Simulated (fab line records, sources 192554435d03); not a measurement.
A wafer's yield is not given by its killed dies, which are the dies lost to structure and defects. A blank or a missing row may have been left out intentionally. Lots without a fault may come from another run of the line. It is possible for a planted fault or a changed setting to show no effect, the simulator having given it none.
What tool caused it? :: flow n5-finfet :: 10 lots, 30 wafers sampled, at 5 steps of a route of 1938

## WHAT THE GAUGES SHOWED, per wafer
N5_BEOL_M4_RC_MEAS_101. Usual: DIBL_N 36.5 mV/V, standard deviation 1.4; DIBL_P 36.9 mV/V, standard deviation 1.7; IOFF_N 0.163 nA/um, standard deviation 0.023; IOFF_P 0.22 nA/um, standard deviation 0.032; ION_N 673 uA/um, standard deviation 9; ION_P 462 uA/um, standard deviation 7.5; SS_N 71.6 mV/dec, standard deviation 0.54; SS_P 73.4 mV/dec, standard deviation 0.62; VT_N 249.8 mV, standard deviation 2.8; VT_P -250 mV, standard deviation 3.5.
lot: L437
measured: day 7 20:49
on: prober-02
DIBL_N (mV/V): 35.6 36.6 35.5
DIBL_P (mV/V): 35.4 36.4 35.4
IOFF_N (nA/um): 0.143 0.167 0.149
IOFF_P (nA/um): 0.19 0.20 0.19
ION_N (uA/um): 663 665 674
ION_P (uA/um): 459 450 461
SS_N (mV/dec): 71.8 72.1 71.7
SS_P (mV/dec): 73.3 73.2 72.7
VT_N (mV): 252.3 249.5 251.7
VT_P (mV): -255 -253 -255
flag: 

lot: L438
measured: day 7 23:18
on: prober-01
DIBL_N (mV/V): 35.0 37.3 36.1
DIBL_P (mV/V): 35.9 38.7 37.2
IOFF_N (nA/um): 0.143 0.184 0.163
IOFF_P (nA/um): 0.21 0.26 0.23
ION_N (uA/um): 657 680 663
ION_P (uA/um): 457 468 460
SS_N (mV/dec): 71.2 71.9 72.0
SS_P (mV/dec): 73.6 74.2 73.8
VT_N (mV): 253.3 247.2 250.5
VT_P (mV): -248 -245 -249
flag: 

lot: L444
measured: day 9 18:59
on: prober-01
DIBL_N (mV/V): 36.0 37.8 37.8
DIBL_P (mV/V): 35.8 37.9 37.7
IOFF_N (nA/um): 0.153 0.184 0.179
IOFF_P (nA/um): 0.19 0.22 0.21
ION_N (uA/um): 673 667 684
ION_P (uA/um): 455 450 457
SS_N (mV/dec): 72.0 72.8 72.0
SS_P (mV/dec): 73.9 73.8 73.6
VT_N (mV): 249.3 247.4 245.8
VT_P (mV): -253 -251 -253
flag: 

lot: L457
measured: day 12 18:17
on: prober-02
DIBL_N (mV/V): 37.8 35.1 34.4
DIBL_P (mV/V): 39.6 36.1 35.9
IOFF_N (nA/um): 0.191 0.142 0.128
IOFF_P (nA/um): 0.22 0.17 0.17
ION_N (uA/um): 679 671 656
ION_P (uA/um): 457 448 454
SS_N (mV/dec): 71.9 71.0 70.8
SS_P (mV/dec): 74.2 73.7 73.8
VT_N (mV): 247.5 251.1 255.7
VT_P (mV): -252 -258 -254
flag: 

lot: L458
measured: day 13 19:39
on: prober-01
DIBL_N (mV/V): 32.4 33.6 33.5
DIBL_P (mV/V): 32.4 34.1 33.6
IOFF_N (nA/um): 0.116 0.125 0.126
IOFF_P (nA/um): 0.17 0.18 0.17
ION_N (uA/um): 662 672 670
ION_P (uA/um): 457 472 458
SS_N (mV/dec): 70.1 70.4 70.2
SS_P (mV/dec): 72.2 72.7 72.0
VT_N (mV): 252.3 252.2 247.5
VT_P (mV): -253 -251 -254
flag: 

lot: L459
measured: day 13 21:52
on: prober-02
DIBL_N (mV/V): 37.4 35.0 37.4
DIBL_P (mV/V): 36.8 33.4 36.2
IOFF_N (nA/um): 0.154 0.117 0.156
IOFF_P (nA/um): 0.21 0.16 0.20
ION_N (uA/um): 669 668 664
ION_P (uA/um): 464 456 455
SS_N (mV/dec): 71.8 71.4 71.9
SS_P (mV/dec): 73.0 72.8 73.4
VT_N (mV): 251.2 254.7 252.8
VT_P (mV): -249 -253 -249
flag: 

lot: L460
measured: day 13 15:49
on: prober-02
DIBL_N (mV/V): 37.3 38.3 37.7
DIBL_P (mV/V): 36.0 37.0 35.6
IOFF_N (nA/um): 0.184 0.213 0.183
IOFF_P (nA/um): 0.25 0.29 0.25
ION_N (uA/um): 675 673 673
ION_P (uA/um): 464 460 462
SS_N (mV/dec): 71.8 71.7 72.7
SS_P (mV/dec): 73.7 74.9 74.1
VT_N (mV): 246.7 245.4 249.9
VT_P (mV): -246 -246 -247
flag: 

## WHAT TOOL EACH LOT RAN ON (gives the tool, then ch and the chambers of the sampled wafers, and finally the start)
lot: L437
N5_BEOL_M0_SAQP_ETCH_101: rie-diel-01 ch 1,2,3, day 5 14:40
N5_BEOL_M0_SAQP_RECESS_104: vapor-etch-01 ch 0,1, day 5 14:53
N5_BEOL_M0_SAQP_STRIP_108: rie-diel-01 ch 0,1, day 5 15:26
N5_BEOL_M0_SAQP_RECESS_109: vapor-etch-01 ch 0,1, day 5 15:30

lot: L438
N5_BEOL_M0_SAQP_ETCH_101: rie-diel-06 ch 1,2, day 5 20:29
N5_BEOL_M0_SAQP_RECESS_104: vapor-etch-02 ch 0,1, day 5 20:42
N5_BEOL_M0_SAQP_STRIP_108: rie-diel-02 ch 0,1,2, day 5 21:34
N5_BEOL_M0_SAQP_RECESS_109: vapor-etch-01 ch 0,1, day 5 21:38

lot: L444
N5_BEOL_M0_SAQP_ETCH_101: rie-diel-01 ch 0,1,2, day 7 09:50
N5_BEOL_M0_SAQP_RECESS_104: vapor-etch-01 ch 0,1, day 7 10:14
N5_BEOL_M0_SAQP_STRIP_108: rie-diel-02 ch 0,1,2, day 7 10:40
N5_BEOL_M0_SAQP_RECESS_109: vapor-etch-01 ch 0,1, day 7 10:46

lot: L450
N5_BEOL_M0_SAQP_ETCH_101: rie-diel-02 ch 0,2, day 8 19:50
N5_BEOL_M0_SAQP_RECESS_104: vapor-etch-01 ch 0,1, day 8 20:03
N5_BEOL_M0_SAQP_STRIP_108: rie-diel-01 ch 1,2, day 8 20:36
N5_BEOL_M0_SAQP_RECESS_109: vapor-etch-02 ch 0,1, day 8 20:40

lot: L451
N5_BEOL_M0_SAQP_ETCH_101: rie-diel-01 ch 1,2,3, day 9 07:17
N5_BEOL_M0_SAQP_RECESS_104: vapor-etch-02 ch 1, day 9 07:36
N5_BEOL_M0_SAQP_STRIP_108: rie-diel-02 ch 0,1, day 9 08:09
N5_BEOL_M0_SAQP_RECESS_109: vapor-etch-02 ch 0,1, day 9 08:13

lot: L452
N5_BEOL_M0_SAQP_ETCH_101: rie-diel-06 ch 0,1,2, day 9 08:27
N5_BEOL_M0_SAQP_RECESS_104: vapor-etch-02 ch 0,1, day 9 08:40
N5_BEOL_M0_SAQP_STRIP_108: rie-diel-06 ch 0,2,3, day 9 09:13
N5_BEOL_M0_SAQP_RECESS_109: vapor-etch-02 ch 0,1, day 9 09:17

lot: L457
N5_BEOL_M0_SAQP_ETCH_101: rie-diel-06 ch 0,1,2, day 10 11:39
N5_BEOL_M0_SAQP_RECESS_104: vapor-etch-02 ch 0,1, day 10 11:52
N5_BEOL_M0_SAQP_STRIP_108: rie-diel-06 ch 0,1,3, day 10 12:32
N5_BEOL_M0_SAQP_RECESS_109: vapor-etch-01 ch 0,1, day 10 12:36

lot: L458
N5_BEOL_M0_SAQP_ETCH_101: rie-diel-06 ch 1,2,3, day 10 14:55
N5_BEOL_M0_SAQP_RECESS_104: vapor-etch-02 ch 0,1, day 10 15:08
N5_BEOL_M0_SAQP_STRIP_108: rie-diel-01 ch 0,1,3, day 10 15:43
N5_BEOL_M0_SAQP_RECESS_109: vapor-etch-01 ch 0,1, day 10 15:47

lot: L459
N5_BEOL_M0_SAQP_ETCH_101: rie-diel-02 ch 0,1, day 11 03:22
N5_BEOL_M0_SAQP_RECESS_104: vapor-etch-02 ch 0, day 11 03:35
N5_BEOL_M0_SAQP_STRIP_108: rie-diel-06 ch 1,2, day 11 04:21
N5_BEOL_M0_SAQP_RECESS_109: vapor-etch-01 ch 0,1, day 11 04:25

lot: L460
N5_BEOL_M0_SAQP_ETCH_101: rie-diel-01 ch 0,1,2, day 11 07:01
N5_BEOL_M0_SAQP_RECESS_104: vapor-etch-02 ch 0,1, day 11 07:14
N5_BEOL_M0_SAQP_STRIP_108: rie-diel-02 ch 0,1,2, day 11 07:47
N5_BEOL_M0_SAQP_RECESS_109: vapor-etch-02 ch 1, day 11 07:50
- N5_BEOL_M0_SAQP_ETCH_101: etches SiNx in CH3F/O2, target depth 29.9 nm, time 42.7 s.
- N5_BEOL_M0_SAQP_RECESS_104: chemistry HF/NH3, target SiO2, target depth 18 nm, afs cycles 3, sublimation time 60 s.
- N5_BEOL_M0_SAQP_STRIP_108: strips in N2/H2.
- N5_BEOL_M0_SAQP_RECESS_109: chemistry HF/NH3, target SiO2, target depth 3 nm, afs cycles 1, sublimation time 60 s.

## WHAT THE TOOLS THEMSELVES READ (means of the sampled wafers that have a number; where no wafer has one, the mark that the record gives instead)
N5_BEOL_M0_SAQP_ETCH_101. Usual: drypump-motor-current-A 5.5 A, standard deviation 0.5; oes_f_703_au 0.76 a.u., standard deviation 0.052; oes-product-au 0.75 a.u., standard deviation 0.051; rf-vpp-V 296 V, standard deviation 3.3; showerhead-plenum-p-Torr 1.97 Torr, standard deviation 0.077; throttle-valve-pct 16.33 %, standard deviation 0.19.
lot: L437
tool: rie-diel-01
drypump-motor-current-A (A): 5.6
oes_f_703_au (a.u.): 0.74
oes-product-au (a.u.): 0.73
rf-vpp-V (V): 297
showerhead-plenum-p-Torr (Torr): 2.03
throttle-valve-pct (%): 16.40
flag: 

lot: L438
tool: rie-diel-06
drypump-motor-current-A (A): 5.0
oes_f_703_au (a.u.): 0.79
oes-product-au (a.u.): 0.78
rf-vpp-V (V): 291
showerhead-plenum-p-Torr (Torr): 1.93
throttle-valve-pct (%): 16.34
flag: 

lot: L444
tool: rie-diel-01
drypump-motor-current-A (A): 5.5
oes_f_703_au (a.u.): 0.76
oes-product-au (a.u.): 0.75
rf-vpp-V (V): 296
showerhead-plenum-p-Torr (Torr): 1.98
throttle-valve-pct (%): 16.32
flag: 

lot: L450
tool: rie-diel-02
drypump-motor-current-A (A): 5.1
oes_f_703_au (a.u.): 0.78
oes-product-au (a.u.): 0.79
rf-vpp-V (V): 297
showerhead-plenum-p-Torr (Torr): 1.98
throttle-valve-pct (%): 16.19
flag: 

lot: L451
tool: rie-diel-01
drypump-motor-current-A (A): 5.6
oes_f_703_au (a.u.): 0.71
oes-product-au (a.u.): 0.71
rf-vpp-V (V): 296
showerhead-plenum-p-Torr (Torr): 2.02
throttle-valve-pct (%): 16.47
flag: 

lot: L452
tool: rie-diel-06
drypump-motor-current-A (A): 5.2
oes_f_703_au (a.u.): 0.75
oes-product-au (a.u.): 0.74
rf-vpp-V (V): 295
showerhead-plenum-p-Torr (Torr): 1.95
throttle-valve-pct (%): 16.49
flag: 

lot: L457
tool: rie-diel-06
drypump-motor-current-A (A): 5.2
oes_f_703_au (a.u.): 0.74
oes-product-au (a.u.): 0.73
rf-vpp-V (V): 295
showerhead-plenum-p-Torr (Torr): 1.95
throttle-valve-pct (%): 16.51
flag: 

lot: L458
tool: rie-diel-06
drypump-motor-current-A (A): 5.2
oes_f_703_au (a.u.): 0.73
oes-product-au (a.u.): 0.72
rf-vpp-V (V): 292
showerhead-plenum-p-Torr (Torr): 1.91
throttle-valve-pct (%): 16.40
flag: 

lot: L459
tool: rie-diel-02
drypump-motor-current-A (A): 5.6
oes_f_703_au (a.u.): 0.82
oes-product-au (a.u.): 0.81
rf-vpp-V (V): 297
showerhead-plenum-p-Torr (Torr): 2.04
throttle-valve-pct (%): 16.08
flag: 

lot: L460
tool: rie-diel-01
drypump-motor-current-A (A): 5.5
oes_f_703_au (a.u.): 0.73
oes-product-au (a.u.): 0.73
rf-vpp-V (V): 297
showerhead-plenum-p-Torr (Torr): 1.97
throttle-valve-pct (%): 16.38
flag: 

N5_BEOL_M0_SAQP_RECESS_104. Usual: drypump-motor-current-A at 5.4 A, with a standard deviation of 0.37.
lot: L437
tool: vapor-etch-01
drypump-motor-current-A (A): 5.0
flag: 

lot: L438
tool: vapor-etch-02
drypump-motor-current-A (A): 5.5
flag: 

lot: L444
tool: vapor-etch-01
drypump-motor-current-A (A): 5.0
flag: 

lot: L450
tool: vapor-etch-01
drypump-motor-current-A (A): -
flag: OFF

lot: L451
tool: vapor-etch-02
drypump-motor-current-A (A): -
flag: OFF

lot: L452
tool: vapor-etch-02
drypump-motor-current-A (A): -
flag: OFF

lot: L457
tool: vapor-etch-02
drypump-motor-current-A (A): 5.6
flag: 

lot: L458
tool: vapor-etch-02
drypump-motor-current-A (A): 5.6
flag: 

lot: L459
tool: vapor-etch-02
drypump-motor-current-A (A): 5.8
flag: 

lot: L460
tool: vapor-etch-02
drypump-motor-current-A (A): 5.5
flag: 

N5_BEOL_M0_SAQP_STRIP_108. Usual: drypump-motor-current-A 5.4 A, standard deviation 0.48; oes-product-au 0.75 a.u., standard deviation 0.054; rf-vpp-V 121.7 V, standard deviation 1; showerhead-plenum-p-Torr 3.30 Torr, standard deviation 0.12; throttle-valve-pct 18.99 %, standard deviation 0.29.
lot: L437
tool: rie-diel-01
drypump-motor-current-A (A): 4.9
oes-product-au (a.u.): 0.75
rf-vpp-V (V): 121.8
showerhead-plenum-p-Torr (Torr): 3.36
throttle-valve-pct (%): 18.91
flag: 

lot: L438
tool: rie-diel-02
drypump-motor-current-A (A): 5.5
oes-product-au (a.u.): 0.82
rf-vpp-V (V): 122.2
showerhead-plenum-p-Torr (Torr): 3.35
throttle-valve-pct (%): 18.86
flag: 

lot: L444
tool: rie-diel-02
drypump-motor-current-A (A): 5.5
oes-product-au (a.u.): 0.81
rf-vpp-V (V): 121.9
showerhead-plenum-p-Torr (Torr): 3.34
throttle-valve-pct (%): 18.87
flag: 

lot: L450
tool: rie-diel-01
drypump-motor-current-A (A): 5.2
oes-product-au (a.u.): 0.72
rf-vpp-V (V): 121.9
showerhead-plenum-p-Torr (Torr): 3.43
throttle-valve-pct (%): 18.95
flag: 

lot: L451
tool: rie-diel-02
drypump-motor-current-A (A): 5.6
oes-product-au (a.u.): 0.83
rf-vpp-V (V): 122.4
showerhead-plenum-p-Torr (Torr): 3.44
throttle-valve-pct (%): 18.86
flag: 

lot: L452
tool: rie-diel-06
drypump-motor-current-A (A): 5.4
oes-product-au (a.u.): 0.71
rf-vpp-V (V): 122.0
showerhead-plenum-p-Torr (Torr): 3.25
throttle-valve-pct (%): 19.26
flag: 

lot: L457
tool: rie-diel-06
drypump-motor-current-A (A): 5.4
oes-product-au (a.u.): 0.71
rf-vpp-V (V): 121.5
showerhead-plenum-p-Torr (Torr): 3.25
throttle-valve-pct (%): 19.24
flag: 

lot: L458
tool: rie-diel-01
drypump-motor-current-A (A): 5.3
oes-product-au (a.u.): 0.71
rf-vpp-V (V): 121.4
showerhead-plenum-p-Torr (Torr): 3.30
throttle-valve-pct (%): 19.07
flag: 

lot: L459
tool: rie-diel-06
drypump-motor-current-A (A): 5.0
oes-product-au (a.u.): 0.74
rf-vpp-V (V): 122.6
showerhead-plenum-p-Torr (Torr): 3.21
throttle-valve-pct (%): 18.85
flag: 

lot: L460
tool: rie-diel-02
drypump-motor-current-A (A): 5.5
oes-product-au (a.u.): 0.78
rf-vpp-V (V): 122.2
showerhead-plenum-p-Torr (Torr): 3.33
throttle-valve-pct (%): 18.91
flag: 

N5_BEOL_M0_SAQP_RECESS_109. Usual: drypump-motor-current-A at 5.4 A, with a standard deviation of 0.39.
lot: L437
tool: vapor-etch-01
drypump-motor-current-A (A): 5.0
flag: 

lot: L438
tool: vapor-etch-01
drypump-motor-current-A (A): 5.0
flag: 

lot: L444
tool: vapor-etch-01
drypump-motor-current-A (A): 5.2
flag: 

lot: L450
tool: vapor-etch-02
drypump-motor-current-A (A): 5.5
flag: 

lot: L451
tool: vapor-etch-02
drypump-motor-current-A (A): 5.6
flag: 

lot: L452
tool: vapor-etch-02
drypump-motor-current-A (A): 5.7
flag: 

lot: L457
tool: vapor-etch-01
drypump-motor-current-A (A): 5.0
flag: 

lot: L458
tool: vapor-etch-01
drypump-motor-current-A (A): 5.3
flag: 

lot: L459
tool: vapor-etch-01
drypump-motor-current-A (A): 5.2
flag: 

lot: L460
tool: vapor-etch-02
drypump-motor-current-A (A): 5.5
flag: 

## THE ANSWER, worked out from the rows above alone
Rule: a lot counts as off when the mean over its wafers that have a number is more than 3 standard deviations away from the usual mean. A lot without any number at a reading at which 4 lots or more have one is off too. All remaining lots with rows at the step are treated as sound. First the gauges in route order, then the tools' own readings, where a lot's mean is used as printed above. The first step at which some lot is off is used, and at that step the reading that is off furthest; a lot without a number counts as furthest.
Off: L450, L451, L452 (N5_BEOL_M0_SAQP_RECESS_104, drypump-motor-current-A). Without a number there: L450, L451, L452.
A tool fits if, at that step or a process step before it, it ran every lot that is off, and no sound lot after the first of them. None of those tried fits.

## WHAT THE SIMULATOR HAD INSERTED
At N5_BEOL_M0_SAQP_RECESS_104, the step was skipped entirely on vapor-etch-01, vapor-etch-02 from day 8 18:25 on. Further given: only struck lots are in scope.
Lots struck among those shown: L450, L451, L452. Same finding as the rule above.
